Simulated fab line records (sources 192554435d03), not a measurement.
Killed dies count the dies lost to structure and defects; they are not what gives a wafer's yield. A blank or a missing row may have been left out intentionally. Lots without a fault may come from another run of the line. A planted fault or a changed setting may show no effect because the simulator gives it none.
fab line records    flow n5_finfet
record lots=7  wafers=21
route steps=1938 shown BEOL_M1@789 BEOL_M2@884 BEOL_M3@977 BEOL_M4@1028
start_h: hours from the record's opening day to when the first of the lot's shown wafers began    wait_h: time in hours since the lot's previous step    " repeats the value in the row above    L1.1+2: a row that stands for several wafers    - no value, or no start given    * or withheld: withheld    < > ~ a bound
route shown NAME@n: a module of which the file shows steps, and the number in the route of the first    usual: mean and standard deviation over wafers with no fault    same: alike in all rows    chamber/n: place in a boat    sites: the reading at each site    _std_site: standard deviation of those values    _edge_site: outer sites' mean less inner sites'    radius_mm: how far each site lies from the wafer's centre    mask NAME#n: copy n    behind: the most recent tool/chamber to have shaped the wafer    hold: reason for holding the lot/hours on hold/outcome of the hold    device: names the non-switching transistor (n, p or np)    end of line: the tests these same wafers got at the end of their route    for a step that has no rows: nothing shown but its recipe    killed: not the wafer's yield, but the dies lost to structure and defects at the first sort    map: a wafer's dies, x killed, . not, _ none there
set.NAME: setting as actually run; set.NAME@STEP: the setting as run at that earlier step    model.NAME: the simulator's own value behind a step, which no gauge read
lots with deliberately changed settings; one table per step, one row per wafer
## steps
# step N5_BEOL_M1_DESCUM_33
# recipe chemistry=O2  time_s=7  source_power_w=50  bias_power_w=20  pressure_mtorr=20  rf_frequency_hz=2.712e+07  temp_c=40  resist=CAR-EUV  o2_flow_sccm=225
lot.wafer   tool         chamber  start_h  wait_h  set.time_s  model.CAR-EUV_of_BEOL_M1_COAT_22.thk_nm
L076.1+3    rie_diel-05  3,1      135.57   0.0     7           26
L076.6      "            0        "        "       7           25.8
L082.2+4    rie_diel-05  0,3      172.92   0.0     7           26
L082.5      "            3        "        "       6.42        26.4
L088.1      rie_diel-02  1        209.18   0.0     7           25.8
L088.3+4    "            3,2      "        "       7           26
L090.1      rie_diel-05  1        219.72   0.0     7           26.2
L090.2      "            0        "        "       7.782       25.6
L090.3      "            3        "        "       7           26
L091.3      rie_diel-02  3        223.17   0.0     7           26
L091.4      "            2        "        "       6.079       26.8
L091.6      "            2        "        "       6.079       26.6
L092.1      rie_diel-02  1        230.26   0.0     7.435       25.6
L092.3      "            3        "        "       7           26
L092.4      "            2        "        "       7.435       25.8
L096.2+3+5  rie_diel-05  3,0,0    260.15   0.0     7           26
# step N5_BEOL_M1_ETCH_77
# recipe chemistry=N2/H2  target=underlayer  target_depth_a=65  mask_material=CAR-EUV  time_s=5.2  ion_energy_ev=200  pressure_mtorr=30  source_w=840  bias_w=150  n2_flow_sccm=200  h2_flow_sccm=200  ends=cleared
lot.wafer  tool         chamber  start_h  wait_h  set.time_s@BEOL_M1_DESCUM_33  model.CAR-EUV_of_BEOL_M1_COAT_22.thk_nm
L076.1+6   rie_diel-05  3,0      135.61   0.0     7                             20.2
L076.3     "            1        "        "       7                             20.4
L082.2+4   rie_diel-05  0,3      172.95   0.0     7                             20.4
L082.5     "            3        "        "       6.42                          20.6
L088.1+3   rie_diel-02  1,3      209.22   0.0     7                             20.2
L088.4     "            2        "        "       7                             20.4
L090.1     rie_diel-05  1        219.76   0.0     7                             20.6
L090.2     "            0        "        "       7.782                         20
L090.3     "            3        "        "       7                             20.4
L091.3     rie_diel-02  3        223.21   0.0     7                             20.4
L091.4+6   "            2        "        "       6.079                         21
L092.1     rie_diel-02  1        230.29   0.0     7.435                         20
L092.3     "            3        "        "       7                             20.2
L092.4     "            2        "        "       7.435                         20.2
L096.2     rie_diel-05  3        260.19   0.0     7                             20.2
L096.3+5   "            0        "        "       7                             20.4
# step N5_BEOL_M1_ETCH_69
# recipe chemistry=CF4  target=SiARC  target_depth_a=156  mask_material=CAR-EUV  time_s=26  ion_energy_ev=80  pressure_mtorr=40  source_w=545  bias_w=36  Ar_flow_sccm=100  cf4_flow_sccm=100  ends=cleared
# step N5_BEOL_M1_ALD_98
# recipe material=SiO2  target_thk_a=25  temp_c=100  ald_precursor_family=BDEAS  ald_co_reactant=O2-plasma  pulse_time_s=1  co_reactant_pulse_time_s=1  purge_time_s=2  co_reactant_purge_time_s=2  ald_cycles=17  pressure_torr=2
# step N5_BEOL_M1_ETCHBACK_99
# recipe chemistry=CHF3  target=SiO2  target_depth_a=50  time_s=10.4  source_w=215  bias_w=47  Ar_flow_sccm=200  CHF3_flow_sccm=12  ion_energy_ev=100  pressure_mtorr=30
lot.wafer   tool         chamber  start_h  wait_h  set.time_s@BEOL_M1_DESCUM_33  model.CAR-EUV_of_BEOL_M1_COAT_22.thk_nm
L076.1+6    rie_diel-06  1,0      138.32   2.6     7                             10.2
L076.3      "            2        "        "       7                             10.4
L082.2+4    rie_diel-06  0,2      173.42   0.3     7                             10.4
L082.5      "            1        "        "       6.42                          10.6
L088.1+3    rie_diel-05  0,1      210.14   0.8     7                             10.2
L088.4      "            3        "        "       7                             10.4
L090.1      rie_diel-05  3        220.87   1.0     7                             10.6
L090.2      "            0        "        "       7.782                         10
L090.3      "            1        "        "       7                             10.4
L091.3      rie_diel-06  0        224.03   0.7     7                             10.4
L091.4+6    "            2,3      "        "       6.079                         11
L092.1+4    rie_diel-05  3,0      231.57   0.4     7.435                         10.2
L092.3      "            1        "        "       7                             10.2
L096.2+3+5  rie_diel-05  0,2,3    267.92   7.6     7                             10.4
# step N5_BEOL_M1_TRENCH_ETCH_37
# recipe chemistry=C4F6/O2  target_depth_a=552.07  target=SiOC  time_s=29  ion_energy_ev=250  pressure_mtorr=30  source_w=355  bias_w=185  Ar_flow_sccm=300  C4F6_flow_sccm=10  O2_flow_sccm=10
lot.wafer  tool         chamber  start_h  wait_h  set.time_s  model.etch.depth_nm  model.BEOL_M1.feature_depth_nm
L076.1     rie_diel-06  1        -        -       29          54.38                54.4
L076.3     "            2        "        "       23.49       44.4                 44.4
L076.6     "            0        "        "       23.49       44.88                44.8
L082.2     rie_diel-06  0        -        -       29          56.34                56.4
L082.4     "            2        "        "       25.44       49                   49
L082.5     "            1        "        "       29          55.25                55.2
L088.1     rie_diel-05  0        -        -       29          56.51                56.6
L088.3     "            1        "        "       29          56.24                56.2
L088.4     "            3        "        "       29          54.46                54.4
L090.1     rie_diel-05  3        -        -       31.48       59.86                59.8
L090.2     "            0        "        "       31.48       61.13                61.2
L090.3     "            1        "        "       31.48       60.23                60.2
L091.3     rie_diel-06  0        -        -       34.01       63.99                64
L091.4     "            2        "        "       34.01       66.96                67
L091.6     "            3        "        "       29          53.54                53.6
L092.1     rie_diel-05  3        -        -       29          54.69                54.6
L092.3     "            1        "        "       34.12       64.96                65
L092.4     "            0        "        "       34.12       66.07                66
L096.2     rie_diel-05  0        -        -       29          56.98                57
L096.3     "            2        "        "       29          55.29                55.2
L096.5     "            3        "        "       29          54.98                55
# step N5_BEOL_M1_ETCH_41
# recipe chemistry=CH3F/O2  target=SiCN  target_depth_a=319  taper_deg=2  time_s=57.8  ion_energy_ev=120  mask_material=TiN  pressure_mtorr=30  source_w=395  bias_w=75  Ar_flow_sccm=150  CH3F_flow_sccm=30  O2_flow_sccm=20
# step N5_BEOL_M1_STRIP_97
# recipe chemistry=N2/H2  time_s=10  power_w=450  temp_c=40  pressure_mtorr=20  rf_frequency_hz=6e+07  bias_power_w=7  n2_flow_sccm=200  h2_flow_sccm=200
# step N5_BEOL_M1_OCD_MEAS_38
# usual trench_depth_nm=55.1/0.98
lot.wafer  tool    chamber  start_h  wait_h  set.time_s@BEOL_M1_TRENCH_ETCH_37  trench_depth_nm
L076.1     ocd-01  -        138.72   -       29                                 54.5
L076.3     "       -        "        "       23.49                              44.5
L076.6     "       -        "        "       23.49                              44.8
L082.2     ocd-02  -        173.81   -       29                                 56.4
L082.4     "       -        "        "       25.44                              49.1
L082.5     "       -        "        "       29                                 55.6
L088.1     ocd-01  -        210.53   -       29                                 56.4
L088.3     "       -        "        "       29                                 55.8
L088.4     "       -        "        "       29                                 54.7
L090.1     ocd-02  -        221.26   -       31.48                              59.7
L090.2     "       -        "        "       31.48                              60.9
L090.3     "       -        "        "       31.48                              60.2
L091.3     ocd-02  -        224.42   -       34.01                              64.1
L091.4     "       -        "        "       34.01                              67.0
L091.6     "       -        "        "       29                                 53.4
L092.1     ocd-02  -        231.96   -       29                                 54.8
L092.3     "       -        "        "       34.12                              65.2
L092.4     "       -        "        "       34.12                              66.0
L096.2     ocd-02  -        268.31   -       29                                 56.7
L096.3     "       -        "        "       29                                 55.1
L096.5     "       -        "        "       29                                 54.8
# step N5_BEOL_M2_ETCH_70
# recipe chemistry=N2/H2  target=SOC  target_depth_a=800  overetch_a=240  mask_material=SiARC  temp_c=40  time_s=130  ion_energy_ev=200  pressure_mtorr=30  source_w=840  bias_w=150  n2_flow_sccm=200  h2_flow_sccm=200
# usual rf_vpp_V=524.7/2.1
lot.wafer  tool         chamber  start_h  wait_h  set.bias_w  rf_vpp_V  model.SiARC_of_BEOL_M2_COAT_68.thk_nm
L076.1     rie_diel-01  3        146.72   0.0     150         527.4     6
L076.3     "            0        "        "       150         523.6     6
L076.6     "            0        "        "       150         523.7     6
L082.2     rie_diel-04  1        191.62   0.0     134.4       489.7     6.6
L082.4     "            2        "        "       134.4       486.9     6.6
L082.5     "            3        "        "       150         526.8     5.8
L088.1     rie_diel-03  0        217.66   0.0     150         526.6     6.2
L088.3     "            3        "        "       150         524.5     6
L088.4     "            1        "        "       150         522.8     6
L090.1     rie_diel-01  3        231.50   0.0     174.7       581.8     4.6
L090.2     "            2        "        "       150         520.4     5.6
L090.3     "            0        "        "       150         523.1     6
L091.3     rie_diel-03  2        234.87   0.0     150         524.6     5.6
L091.4     "            3        "        "       150         523.9     5.8
L091.6     "            3        "        "       150         525.9     5.8
L092.1     rie_diel-04  2        243.44   0.0     150         522.5     5.6
L092.3     "            3        "        "       150         526.2     5.8
L092.4     "            1        "        "       150         525.8     5.6
L096.2     rie_diel-01  0        275.38   0.0     167.1       560.7     5.2
L096.3     "            2        "        "       150         519.9     5.6
L096.5     "            3        "        "       167.1       564.2     5
# step N5_BEOL_M3_VIA_ETCH_34
# recipe chemistry=C4F6/O2  target_depth_a=694  mask_material=SOC  pressure_mtorr=15  ion_energy_ev=250  taper_deg=4  time_s=65.9  source_w=350  bias_w=170  Ar_flow_sccm=300  C4F6_flow_sccm=10  O2_flow_sccm=10
# usual rf_vpp_V=667/10
lot.wafer  tool         chamber  start_h  wait_h  set.bias_w  rf_vpp_V
L076.1     rie_diel-02  0        157.51   0.0     170         656
L076.3     "            3        "        "       160         633
L076.6     "            0        "        "       170         656
L082.2     rie_diel-02  2        207.18   0.0     152.3       631
L082.4     "            1        "        "       170         668
L082.5     "            3        "        "       152.3       608
L088.1     rie_diel-06  3        231.31   0.0     170         683
L088.3     "            1        "        "       170         668
L088.4     "            2        "        "       170         654
L090.1     rie_diel-02  1        238.55   0.0     180.2       700
L090.2     "            2        "        "       170         690
L090.3     "            0        "        "       170         656
L091.3     rie_diel-05  3        263.18   0.0     170         672
L091.4     "            1        "        "       199.1       771
L091.6     "            1        "        "       170         679
L092.1     rie_diel-02  0        267.96   0.0     170         655
L092.3     "            1        "        "       170         669
L092.4     "            2        "        "       151.7       629
L096.2     rie_diel-02  1        288.42   0.0     160.9       639
L096.3     "            3        "        "       160.9       634
L096.5     "            3        "        "       160.9       634
# step N5_BEOL_M3_ETCH_41
# recipe chemistry=CH3F/O2  target=SiCN  target_depth_a=299  taper_deg=2  time_s=52.5  ion_energy_ev=120  mask_material=TiN  pressure_mtorr=30  source_w=395  bias_w=75  Ar_flow_sccm=150  CH3F_flow_sccm=30  O2_flow_sccm=20
lot.wafer  tool         chamber  start_h  wait_h  set.target_depth_a  model.etch.depth_nm
L076.1     rie_diel-02  0        -        -       269                 17.61
L076.3     "            3        "        "       299                 19.79
L076.6     "            0        "        "       269                 17.66
L082.2     rie_diel-02  2        -        -       330.6               22.22
L082.4     "            1        "        "       330.6               22.52
L082.5     "            3        "        "       299                 19.77
L088.1     rie_diel-06  3        -        -       299                 19.46
L088.3     "            1        "        "       299                 19.89
L088.4     "            2        "        "       299                 20.5
L090.1     rie_diel-02  1        -        -       299                 20.73
L090.2     "            2        "        "       299                 20.52
L090.3     "            0        "        "       299                 19.88
L091.3     rie_diel-05  3        -        -       325.3               21.19
L091.4     "            1        "        "       299                 19.89
L091.6     "            1        "        "       325.3               21.67
L092.1     rie_diel-02  0        -        -       289.3               18.75
L092.3     "            1        "        "       299                 20.51
L092.4     "            2        "        "       299                 20.11
L096.2     rie_diel-02  1        -        -       299                 20.43
L096.3     "            3        "        "       299                 19.9
L096.5     "            3        "        "       313.7               20.64
# step N5_BEOL_M4_COAT_05
# recipe resist=CAR-EUV  spin_rpm=1500  resist_thk_nm=30
lot.wafer   tool            chamber  start_h  wait_h  set.spin_rpm  model.CAR-EUV_of_BEOL_M4_COAT_05.thk_nm
L076.1+3+6  litho_track-03  0        -        -       1500          30
L082.2      litho_track-01  0        -        -       1338          31.8
L082.4+5    "               0        "        "       1500          30
L088.1      litho_track-01  0        -        -       1500          29.8
L088.3+4    "               0        "        "       1500          30
L090.1      litho_track-01  0        -        -       1426          30.8
L090.2      "               0        "        "       1500          30
L090.3      "               0        "        "       1426          30.6
L091.3      litho_track-01  0        -        -       1500          30
L091.4+6    "               0        "        "       1602          29
L092.1+3+4  litho_track-04  0        -        -       1500          30
L096.2      litho_track-04  0        -        -       1500          29.8
L096.3      "               0        "        "       1500          30
L096.5      "               0        "        "       1551          29.4
# step N5_BEOL_M4_EXPOSE_08
# recipe mask_id=M4  na=0.33  source_shape=dipole  sigma_inner=0.369  sigma_outer=0.767  polarization=unpolarized  dose_mj=41.25
lot.wafer   tool            chamber  start_h  wait_h  mask  set.dose_mj
L076.1      euv_scanner-01  0        166.65   -       M4#0  41.25
L076.3+6    "               0        "        "       M4#0  43.59
L082.2+4    euv_scanner-02  0        212.59   -       M4#0  41.25
L082.5      "               0        "        "       M4#0  39.21
L088.1+3+4  euv_scanner-02  0        236.88   -       M4#0  41.25
L090.1+2    euv_scanner-01  0        244.26   -       M4#0  41.25
L090.3      "               0        "        "       M4#0  43.21
L091.3      euv_scanner-02  0        269.22   -       M4#0  41.25
L091.4+6    "               0        "        "       M4#0  43.46
L092.1+3    euv_scanner-02  0        273.06   -       M4#0  41.25
L092.4      "               0        "        "       M4#0  39.29
L096.2+5    euv_scanner-01  0        293.89   -       M4#0  41.25
L096.3      "               0        "        "       M4#0  38.71
# step N5_BEOL_M4_PEB_09
# recipe peb_temp_c=100  peb_time_s=60  resist=CAR-EUV
# step N5_BEOL_M4_DEVELOP_10
# recipe develop_time_s=30  developer=TMAH  resist=CAR-EUV  rinse_liquid=surfactant_rinse  dry=air_spin  dev_temp_c=23
# step N5_BEOL_M4_CD_MEAS_11
# recipe target_cd_nm=16.79  landing_energy_ev=500  detector=se_inlens  polarity=opening
# usual cd_nm=16.85/0.23
lot.wafer  tool       chamber  start_h  wait_h  set.dose_mj@BEOL_M4_EXPOSE_08  cd_nm
L076.1     cd_sem-01  0        166.79   -       41.25                          17.12
L076.3     "          0        "        "       43.59                          17.97
L076.6     "          0        "        "       43.59                          17.74
L082.2     cd_sem-02  0        212.72   -       41.25                          16.80
L082.4     "          0        "        "       41.25                          16.68
L082.5     "          0        "        "       39.21                          16.02
L088.1     cd_sem-03  0        237.01   -       41.25                          17.03
L088.3     "          0        "        "       41.25                          16.52
L088.4     "          0        "        "       41.25                          16.75
L090.1     cd_sem-03  0        244.39   -       41.25                          16.74
L090.2     "          0        "        "       41.25                          17.07
L090.3     "          0        "        "       43.21                          18.22
L091.3     cd_sem-01  0        269.34   -       41.25                          16.91
L091.4     "          0        "        "       43.46                          18.34
L091.6     "          0        "        "       43.46                          17.94
L092.1     cd_sem-01  0        273.19   -       41.25                          16.49
L092.3     "          0        "        "       41.25                          16.72
L092.4     "          0        "        "       39.29                          15.45
L096.2     cd_sem-02  0        294.01   -       41.25                          17.28
L096.3     "          0        "        "       38.71                          15.51
L096.5     "          0        "        "       41.25                          16.75
# step N5_BEOL_M4_DESCUM_16
# recipe chemistry=O2  time_s=7  source_power_w=50  bias_power_w=20  pressure_mtorr=20  rf_frequency_hz=2.712e+07  temp_c=40  resist=CAR-EUV  o2_flow_sccm=225
# step N5_BEOL_M4_ETCH_74
# recipe chemistry=N2/H2  target=underlayer  target_depth_a=65  mask_material=CAR-EUV  time_s=5.2  ion_energy_ev=200  pressure_mtorr=30  source_w=840  bias_w=150  n2_flow_sccm=200  h2_flow_sccm=200  ends=cleared
lot.wafer  tool         chamber  start_h  wait_h  set.dose_mj@BEOL_M4_EXPOSE_08  model.BEOL_M4.cd_offset_nm
L076.1     rie_diel-01  1        166.94   0.0     41.25                          0.2
L076.3     "            3        "        "       43.59                          1.4
L076.6     "            0        "        "       43.59                          1
L082.2+4   rie_diel-04  1        213.09   0.0     41.25                          0
L082.5     "            3        "        "       39.21                          -1
L088.1     rie_diel-01  3        237.17   0.0     41.25                          0.2
L088.3+4   "            2,3      "        "       41.25                          0
L090.1+2   rie_diel-01  3,2      244.55   0.0     41.25                          0
L090.3     "            0        "        "       43.21                          1
L091.3     rie_diel-03  3        269.50   0.0     41.25                          0.2
L091.4     "            1        "        "       43.46                          1.4
L091.6     "            3        "        "       43.46                          1.2
L092.1     rie_diel-01  2        273.61   0.0     41.25                          -0.2
L092.3     "            3        "        "       41.25                          0
L092.4     "            0        "        "       39.29                          -1
L096.2     rie_diel-01  1        294.17   0.0     41.25                          0.2
L096.3     "            2        "        "       38.71                          -1.4
L096.5     "            3        "        "       41.25                          0.4
# step N5_BEOL_M4_ETCH_63
# recipe chemistry=CF4  target=SiARC  target_depth_a=156  mask_material=CAR-EUV  time_s=26  ion_energy_ev=80  pressure_mtorr=40  source_w=545  bias_w=36  Ar_flow_sccm=100  cf4_flow_sccm=100  ends=cleared
lot.wafer  tool         chamber  start_h  wait_h  set.spin_rpm@BEOL_M4_COAT_05  set.dose_mj@BEOL_M4_EXPOSE_08  model.BEOL_M4.cd_offset_nm  model.CAR-EUV_of_BEOL_M4_COAT_05.thk_nm
L076.1     rie_diel-01  1        166.96   0.0     1500                          41.25                          0.2                         11
L076.3     "            3        "        "       1500                          43.59                          1.4                         11.2
L076.6     "            0        "        "       1500                          43.59                          1                           11
L082.2     rie_diel-04  1        213.10   0.0     1338                          41.25                          0                           13
L082.4     "            1        "        "       1500                          41.25                          -0.2                        11.2
L082.5     "            3        "        "       1500                          39.21                          -1                          11
L088.1     rie_diel-01  3        237.19   0.0     1500                          41.25                          0.2                         11
L088.3     "            2        "        "       1500                          41.25                          -0.2                        11.4
L088.4     "            3        "        "       1500                          41.25                          0                           11
L090.1     rie_diel-01  3        244.57   0.0     1426                          41.25                          0                           11.8
L090.2     "            2        "        "       1500                          41.25                          0                           11.2
L090.3     "            0        "        "       1426                          43.21                          1                           11.8
L091.3     rie_diel-03  3        269.51   0.0     1500                          41.25                          0.2                         11.2
L091.4     "            1        "        "       1602                          43.46                          1.4                         10.2
L091.6     "            3        "        "       1602                          43.46                          1.2                         10
L092.1     rie_diel-01  2        273.62   0.0     1500                          41.25                          -0.4                        11.2
L092.3     "            3        "        "       1500                          41.25                          -0.2                        11.2
L092.4     "            0        "        "       1500                          39.29                          -1                          11.2
L096.2     rie_diel-01  1        294.19   0.0     1500                          41.25                          0.2                         10.8
L096.3     "            2        "        "       1500                          38.71                          -1.4                        11.2
L096.5     "            3        "        "       1551                          41.25                          0.2                         10.4
# step N5_BEOL_M4_ETCH_64
# recipe chemistry=N2/H2  target=SOC  target_depth_a=750  overetch_a=225  mask_material=SiARC  temp_c=40  time_s=121.9  ion_energy_ev=200  pressure_mtorr=30  source_w=840  bias_w=150  n2_flow_sccm=200  h2_flow_sccm=200
# step N5_BEOL_M4_STRIP_65
# recipe chemistry=N2/H2  temp_c=40  n2_flow_sccm=200  h2_flow_sccm=200  rf_frequency_hz=6e+07
# step N5_BEOL_M4_HM_OPEN_17
# recipe chemistry=Cl2/BCl3  target_depth_a=200  overetch_a=60  target=TiN  mask_material=SOC  ion_energy_ev=150  pressure_mtorr=10  icp_w=1000  bias_w=126  Cl2_flow_sccm=53.25  bcl3_flow_sccm=21.75  Ar_flow_sccm=25
# step N5_BEOL_M4_STRIP_19
# recipe chemistry=O2  power_w=400  temp_c=40  pressure_mtorr=30  rf_frequency_hz=6e+07  bias_power_w=0  overash_fraction=0.2  o2_flow_sccm=225
# step N5_BEOL_M4_CD_MEAS_18
# recipe pitch_nm=36  target_cd_nm=18
# usual cd_nm=18.0/0.35
lot.wafer  tool       chamber  start_h  wait_h  set.dose_mj@BEOL_M4_EXPOSE_08  cd_nm
L076.1     cd_sem-01  -        167.34   0.0     41.25                          18.6
L076.3     "          -        "        "       43.59                          19.6
L076.6     "          -        "        "       43.59                          19.2
L082.2     cd_sem-03  -        213.68   0.1     41.25                          17.5
L082.4     "          -        "        "       41.25                          17.6
L082.5     "          -        "        "       39.21                          16.6
L088.1     cd_sem-02  -        237.59   0.0     41.25                          18.2
L088.3     "          -        "        "       41.25                          17.1
L088.4     "          -        "        "       41.25                          17.9
L090.1     cd_sem-02  -        244.96   0.0     41.25                          17.9
L090.2     "          -        "        "       41.25                          17.4
L090.3     "          -        "        "       43.21                          19.3
L091.3     cd_sem-03  -        269.90   0.1     41.25                          19.0
L091.4     "          -        "        "       43.46                          19.5
L091.6     "          -        "        "       43.46                          19.8
L092.1     cd_sem-02  -        274.01   0.0     41.25                          17.5
L092.3     "          -        "        "       41.25                          18.3
L092.4     "          -        "        "       39.29                          17.0
L096.2     cd_sem-03  -        294.57   0.1     41.25                          18.3
L096.3     "          -        "        "       38.71                          16.4
L096.5     "          -        "        "       41.25                          18.1
## key
split step=N5_BEOL_M1_DESCUM_33  setting=time_s  stated=7  by=wafer
response step=N5_BEOL_M1_DESCUM_33  reading=model.CAR-EUV_of_BEOL_M1_COAT_22.thk_nm  change=-0.0493  per=1%  r=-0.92
response step=N5_BEOL_M1_ETCH_77  reading=model.CAR-EUV_of_BEOL_M1_COAT_22.thk_nm  change=-0.0389  per=1%  r=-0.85
response step=N5_BEOL_M1_ETCHBACK_99  reading=model.CAR-EUV_of_BEOL_M1_COAT_22.thk_nm  change=-0.0374  per=1%  r=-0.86
split step=N5_BEOL_M1_TRENCH_ETCH_37  setting=time_s  stated=29  by=wafer
response step=N5_BEOL_M1_TRENCH_ETCH_37  reading=model.etch.depth_nm  change=+0.593  per=1%  r=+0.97
response step=N5_BEOL_M1_TRENCH_ETCH_37  reading=model.BEOL_M1.feature_depth_nm  change=+0.595  per=1%  r=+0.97
response step=N5_BEOL_M1_OCD_MEAS_38  reading=trench_depth_nm  change=+0.599  per=1%  r=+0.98
split step=N5_BEOL_M2_ETCH_70  setting=bias_w  stated=150  by=wafer
response step=N5_BEOL_M2_ETCH_70  reading=rf_vpp_V  change=+3.68  per=1%  r=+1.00
response step=N5_BEOL_M2_ETCH_70  reading=model.SiARC_of_BEOL_M2_COAT_68.thk_nm  change=-0.0663  per=1%  r=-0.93
split step=N5_BEOL_M3_VIA_ETCH_34  setting=bias_w  stated=170  by=wafer
response step=N5_BEOL_M3_VIA_ETCH_34  reading=rf_vpp_V  change=+4.76  per=1%  r=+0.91
split step=N5_BEOL_M3_ETCH_41  setting=target_depth_a  stated=299  by=wafer
response step=N5_BEOL_M3_ETCH_41  reading=model.etch.depth_nm  change=+0.216  per=1%  r=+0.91
split step=N5_BEOL_M4_COAT_05  setting=spin_rpm  stated=1500  by=wafer
response step=N5_BEOL_M4_COAT_05  reading=model.CAR-EUV_of_BEOL_M4_COAT_05.thk_nm  change=-0.158  per=1%  r=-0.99
response step=N5_BEOL_M4_ETCH_63  reading=model.CAR-EUV_of_BEOL_M4_COAT_05.thk_nm  change=-0.166  per=1%  r=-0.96
split step=N5_BEOL_M4_EXPOSE_08  setting=dose_mj  stated=41.25  by=wafer
response step=N5_BEOL_M4_CD_MEAS_11  reading=cd_nm  change=+0.21  per=1%  r=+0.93
response step=N5_BEOL_M4_ETCH_74  reading=model.BEOL_M4.cd_offset_nm  change=+0.214  per=1%  r=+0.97
response step=N5_BEOL_M4_ETCH_63  reading=model.BEOL_M4.cd_offset_nm  change=+0.202  per=1%  r=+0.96
response step=N5_BEOL_M4_CD_MEAS_18  reading=cd_nm  change=+0.214  per=1%  r=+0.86
